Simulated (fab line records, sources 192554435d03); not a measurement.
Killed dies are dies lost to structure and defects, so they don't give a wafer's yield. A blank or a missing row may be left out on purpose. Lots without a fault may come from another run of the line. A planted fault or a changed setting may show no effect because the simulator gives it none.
fab line records | flow n5_finfet | part 2 of 2: steps 28 to 34 of 34
record lots=5 wafers=15 last_day=15
route steps=1938 shown MOL_CONTACT_COAG@621 BEOL_M0_SAQP@632
lots that met no fault: from a run of the same line without faults
start_h: hours from the record's first day to the start of the lot's first wafer shown | wait_h: hours since the lot's step before | " the same as in the row above | L1.1+2: a row that stands for several wafers | - no value, or no start given | * or withheld: withheld | < > ~ a bound
route shown NAME@n: a module of which the file shows steps, and the number in the route of the first | usual: mean/standard deviation of fault-free wafers | same: alike in all rows | chamber/n: place in a boat | sites: the reading at each site | _std_site: their standard deviation | _edge_site: outer sites' mean less inner sites' | radius_mm: how far each site lies from the wafer's centre | mask NAME#n: copy n | behind: the tool/chamber that last shaped the wafer | hold: why the lot was held/for how many hours/how that ended | device: the transistor (n, p or np) that didn't switch | end of line: the same wafers' tests at the end of the route | a step without rows: its recipe alone | killed: dies lost to structure and defects at the first sort, not the wafer's yield | map: a wafer's dies, x killed, . not, _ none there
set.NAME: the setting as run; set.NAME@STEP: as run at that earlier step | model.NAME: the simulator's own value behind a step, which no gauge read
lots at some steps of the route; a table a step, a row a wafer
services: from which hour (start_h, from the record's first day; less than 0 if before it) a tool's chamber was out of use, for how many hours, and why
## steps
# step N5_BEOL_M0_SAQP_CD_MEAS_14
# recipe target_cd_nm=42.5 landing_energy_ev=500 detector=se_inlens
# usual cd_nm=42.44/0.28
# columns lot.wafer tool chamber start_h wait_h cd_nm
L074.4 cd_sem-01 0 111.31 - 42.29
L074.5 " 0 " " 42.67
L074.6 " 0 " " 42.50
L079.1 cd_sem-01 0 139.33 - 42.80
L079.2 " 0 " " 42.07
L079.5 " 0 " " 42.07
L080.3 cd_sem-01 0 141.28 - 42.35
L080.4 " 0 " " 42.53
L080.5 " 0 " " 41.93
L081.2 cd_sem-03 0 156.86 - 42.35
L081.4 " 0 " " 42.09
L081.5 " 0 " " 42.51
L082.3 cd_sem-02 0 160.47 - 42.61
L082.4 " 0 " " 42.72
L082.5 " 0 " " 42.74
# step N5_BEOL_M0_SAQP_OVL_MEAS_15
# recipe points_per_wafer=44
# usual M0_CORE_OVL=0.0/0.73
# columns lot.wafer tool chamber start_h wait_h M0_CORE_OVL[nm]
L074.4 overlay-02 0 111.34 0.0 1.1
L074.5 " 0 " " 0.0
L074.6 " 0 " " -0.1
L079.1 overlay-01 0 139.36 0.0 0.9
L079.2 " 0 " " 1.1
L079.5 " 0 " " -0.2
L080.3 overlay-01 0 141.31 0.0 0.2
L080.4 " 0 " " 0.7
L080.5 " 0 " " 0.9
L081.2 overlay-02 0 156.89 0.0 -0.1
L081.4 " 0 " " -0.1
L081.5 " 0 " " -0.3
L082.3 overlay-01 0 160.50 0.0 1.5
L082.4 " 0 " " 1.1
L082.5 " 0 " " 0.6
# step N5_BEOL_M0_SAQP_INSPECT_16
# recipe mode=adi inspect_instrument=brightfield
# usual raw_defect_count=533/130
# columns lot.wafer tool chamber start_h wait_h raw_defect_count
L074.4 defect_inspect-02 - 111.36 0.0 473
L074.5 " - " " 479
L074.6 " - " " 390
L079.1 defect_inspect-02 - 139.39 0.0 457
L079.2 " - " " 661
L079.5 " - " " 513
L080.3 defect_inspect-01 - 141.34 0.0 443
L080.4 " - " " 332
L080.5 " - " " 363
L081.2 defect_inspect-02 - 156.91 0.0 517
L081.4 " - " " 787
L081.5 " - " " 622
L082.3 defect_inspect-02 - 160.53 0.0 497
L082.4 " - " " 394
L082.5 " - " " 474
# step N5_BEOL_M0_SAQP_DESCUM_19
# recipe chemistry=O2 time_s=7.9 source_power_w=50 bias_power_w=20 pressure_mtorr=20 rf_frequency_hz=2.712e+07 temp_c=40 resist=CAR-ArF o2_flow_sccm=225
# usual drypump_motor_current_A=5.49/0.27 oes_product_au=0.77/0.062 rf_vpp_V=242.8/1.4 showerhead_plenum_p_Torr=2.07/0.073 temp_c=40.01/0.12 throttle_valve_pct=20.40/0.27
# columns lot.wafer tool chamber start_h wait_h drypump_motor_current_A oes_product_au rf_hours_counter_h rf_vpp_V showerhead_plenum_p_Torr temp_c throttle_valve_pct
L074.4 rie_diel-06 2 112.29 0.9 5.98 0.82 88 242.8 2.20 40.08 20.11
L074.5 " 3 " " 5.08 0.73 - 241.7 1.99 39.80 20.40
L074.6 " 2 " " 5.94 0.80 - 243.6 2.20 40.16 20.11
L079.1 rie_diel-03 0 139.42 0.0 5.56 0.73 187 241.9 2.08 40.21 20.24
L079.2 " 1 " " 5.23 0.77 124 240.4 1.93 39.87 20.10
L079.5 " 1 " " 5.23 0.78 - 241.2 1.93 39.94 20.10
L080.3 rie_diel-03 2 141.37 0.0 5.29 0.74 159 243.1 2.09 40.01 20.91
L080.4 " 0 " " 5.56 0.74 187 243.3 2.08 39.95 20.25
L080.5 " 2 " " 5.25 0.74 - 244.8 2.09 39.91 20.91
L081.2 rie_diel-01 0 156.95 0.0 5.07 0.84 67 243.7 2.12 39.94 20.60
L081.4 " 1 " " 5.60 0.72 203 246.5 2.16 40.07 20.46
L081.5 " 2 " " 5.66 0.73 - 241.9 2.07 39.95 20.56
L082.3 rie_diel-01 0 160.56 0.0 5.07 0.84 68 243.6 2.12 40.15 20.61
L082.4 " 3 " " 5.66 0.78 123 241.3 2.01 40.07 20.06
L082.5 " 0 " " 5.06 0.83 - 242.4 2.12 40.06 20.60
# step N5_BEOL_M0_SAQP_ETCH_83
# recipe chemistry=CF4 target=SiARC target_depth_a=390 mask_material=CAR-ArF time_s=65 ion_energy_ev=80 pressure_mtorr=40 source_w=545 bias_w=36 Ar_flow_sccm=100 cf4_flow_sccm=100 ends=cleared
# usual drypump_motor_current_A=5.49/0.27 etch_rf_on_time_s=64.8/0.88 oes_product_au=0.66/0.052 rf_vpp_V=183.8/1.1 showerhead_plenum_p_Torr=2.12/0.067 throttle_valve_pct=15.60/0.25
# columns lot.wafer tool chamber start_h wait_h drypump_motor_current_A etch_rf_on_time_s oes_product_au rf_hours_counter_h rf_vpp_V showerhead_plenum_p_Torr throttle_valve_pct
L074.4 rie_diel-06 2 112.32 0.0 5.92 64.8 0.70 88 183.8 2.24 15.28
L074.5 " 3 " " 5.05 66.2 0.62 - 181.1 2.04 15.60
L074.6 " 2 " " 5.97 65.1 0.69 - 185.3 2.24 15.28
L079.1 rie_diel-03 0 139.46 0.0 5.58 65.3 0.63 187 183.2 2.13 15.52
L079.2 " 1 " " 5.23 65.2 0.67 124 181.2 1.99 15.35
L079.5 " 1 " " 5.22 66.2 0.67 - 182.0 1.99 15.36
L080.3 rie_diel-03 2 141.40 0.0 5.30 65.5 0.64 159 184.2 2.14 16.07
L080.4 " 0 " " 5.56 65.6 0.63 187 183.2 2.13 15.50
L080.5 " 2 " " 5.33 65.7 0.64 - 185.4 2.14 16.08
L081.2 rie_diel-01 0 156.98 0.0 5.07 63.6 0.72 67 183.0 2.17 15.71
L081.4 " 1 " " 5.61 63.8 0.62 203 185.7 2.20 15.69
L081.5 " 2 " " 5.70 65.0 0.62 - 184.3 2.12 15.78
L082.3 rie_diel-01 0 160.59 0.0 5.07 64.2 0.72 68 183.3 2.17 15.73
L082.4 " 3 " " 5.66 63.7 0.66 123 181.8 2.08 15.32
L082.5 " 0 " " 5.08 64.6 0.71 - 185.3 2.17 15.73
# step N5_BEOL_M0_SAQP_ETCH_84
# recipe chemistry=N2/H2 target=SOC target_depth_a=1000 overetch_a=200 mask_material=SiARC temp_c=40 time_s=150 ion_energy_ev=200 pressure_mtorr=30 source_w=840 bias_w=150 n2_flow_sccm=200 h2_flow_sccm=200
# usual drypump_motor_current_A=5.50/0.27 oes_product_au=0.69/0.05 rf_vpp_V=523.3/2.5 showerhead_plenum_p_Torr=2.52/0.088 temp_c=40.00/0.1 throttle_valve_pct=17.83/0.26
# columns lot.wafer tool chamber start_h wait_h drypump_motor_current_A oes_product_au rf_hours_counter_h rf_vpp_V showerhead_plenum_p_Torr temp_c throttle_valve_pct
L074.4 rie_diel-06 2 112.37 0.0 5.96 0.72 88 526.2 2.69 39.95 17.72
L074.5 " 3 " " 5.06 0.66 - 520.8 2.42 39.85 17.93
L074.6 " 2 " " 5.94 0.73 - 528.2 2.69 40.08 17.70
L079.1 rie_diel-03 0 139.51 0.0 5.59 0.66 187 523.6 2.52 39.81 17.55
L079.2 " 1 " " 5.23 0.71 124 518.0 2.34 40.22 17.46
L079.5 " 1 " " 5.25 0.70 - 518.5 2.34 40.02 17.43
L080.3 rie_diel-03 2 141.45 0.0 5.29 0.67 159 524.8 2.54 39.98 18.30
L080.4 " 0 " " 5.58 0.67 187 523.3 2.52 39.83 17.56
L080.5 " 2 " " 5.34 0.67 - 523.8 2.54 39.90 18.29
L081.2 rie_diel-01 0 157.03 0.0 5.08 0.75 67 523.5 2.57 39.86 17.91
L081.4 " 1 " " 5.60 0.64 203 527.1 2.63 39.95 17.94
L081.5 " 2 " " 5.69 0.65 - 523.4 2.52 39.86 18.02
L082.3 rie_diel-01 0 160.64 0.0 5.07 0.75 68 525.5 2.57 39.91 17.91
L082.4 " 3 " " 5.68 0.69 123 522.5 2.46 39.80 17.67
L082.5 " 0 " " 5.06 0.74 - 525.6 2.57 39.87 17.90
# step N5_BEOL_M0_SAQP_STRIP_80
# recipe chemistry=N2/H2 temp_c=40 n2_flow_sccm=200 h2_flow_sccm=200 rf_frequency_hz=6e+07
# columns lot.wafer tool chamber start_h wait_h
L074.4+5+6 rie_diel-06 2,3,2 112.47 0.0
L079.1+2+5 rie_diel-03 0,1,1 139.60 0.0
L080.3+4+5 rie_diel-03 2,0,2 141.55 0.0
L081.2+4+5 rie_diel-01 0,1,2 157.13 0.0
L082.3+4+5 rie_diel-01 0,3,0 160.74 0.0
## services
# columns tool chamber start_h hours kind
arfi_scanner-03 - 87.10 1.0 pm
arfi_scanner-03 - 89.95 4.9 pm
rie_diel-03 3 91.98 1.4 repair
arfi_scanner-02 - 93.85 3.9 pm
cmp-02 - 94.18 2.6 repair
cmp-02 - 99.98 5.3 repair
rie_diel-03 - 110.52 4.3 pm
cvd_w-02 0 113.65 3.1 repair
cmp-01 - 122.00 5.7 pm
rie_diel-03 0 122.22 3.0 repair
arfi_scanner-03 - 124.16 1.0 pm
rie_diel-03 0 125.87 9.6 repair
pecvd-01 - 129.99 6.0 pm
rie_diel-01 0 135.30 1.6 repair
cmp-02 - 139.93 1.2 repair
pecvd-01 - 142.35 0.8 repair
arfi_scanner-02 - 143.00 1.3 pm
rie_diel-06 2 146.56 6.0 repair
arfi_scanner-02 - 146.73 1.0 pm
arfi_scanner-02 - 147.73 1.0 pm
cmp-02 - 149.79 7.9 repair
rie_diel-03 2 152.31 9.3 repair
pecvd-03 1 158.04 5.5 scheduled_down
cvd_w-01 1 160.49 14.0 repair
